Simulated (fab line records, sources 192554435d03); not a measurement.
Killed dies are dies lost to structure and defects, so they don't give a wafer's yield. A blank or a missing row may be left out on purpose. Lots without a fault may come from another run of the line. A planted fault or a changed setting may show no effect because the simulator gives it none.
Which tool did it? | flow n5_finfet | 12 lots, 36 wafers sampled, at 1 step of a route of 1938

WHAT THE GAUGES READ, wafer by wafer
N5_HKMG_FIN_THK_MEAS_70: measures by xrf.
lot  | measured     | on            | HK_THK (nm)
L075 | day 4 09:04  | film_metro-02 | 1.604 1.535 1.563
L077 | day 4 21:50  | film_metro-01 | 1.568 1.568 1.548
L079 | day 5 10:01  | film_metro-01 | 1.589 1.580 1.614
L081 | day 5 19:37  | film_metro-02 | 1.574 1.550 1.589
L083 | day 6 10:26  | film_metro-02 | 1.580 1.553 1.577
L086 | day 7 03:43  | film_metro-02 | 1.589 1.572 1.583
L087 | day 7 11:53  | film_metro-01 | 1.571 1.573 1.569
L088 | day 7 23:04  | film_metro-02 | 1.586 1.602 1.550
L091 | day 8 10:56  | film_metro-02 | 1.586 1.576 1.597
L093 | day 8 23:19  | film_metro-01 | 1.605 1.585 1.577
L095 | day 9 10:29  | film_metro-02 | 1.537 1.588 1.596
L097 | day 10 15:45 | film_metro-01 | 1.590 1.586 1.599

WHICH TOOL RAN EACH LOT (tool, then ch and the chambers of the sampled wafers, then the start)
The record holds no process step before these readings.

THE ANSWER, worked out from the rows above alone
Rule: what is usual is taken from the lots themselves. Put in order of their means at a reading, lots are off if they are a third of the lots or fewer, leave a main group of 4 or more, and stand apart from it by a gap of 3 or more times the standard deviation of the main group's means; of several such gaps the widest counts. A main group whose means are all the same, to the digits that the tables above print for the reading, isn't used. A lot without any number at a reading at which 4 lots or more have one is off too. The other lots that the step has rows for count as sound.
No lot is off at any reading shown: from this, nothing can be told.

WHAT THE SIMULATOR HAD PUT IN
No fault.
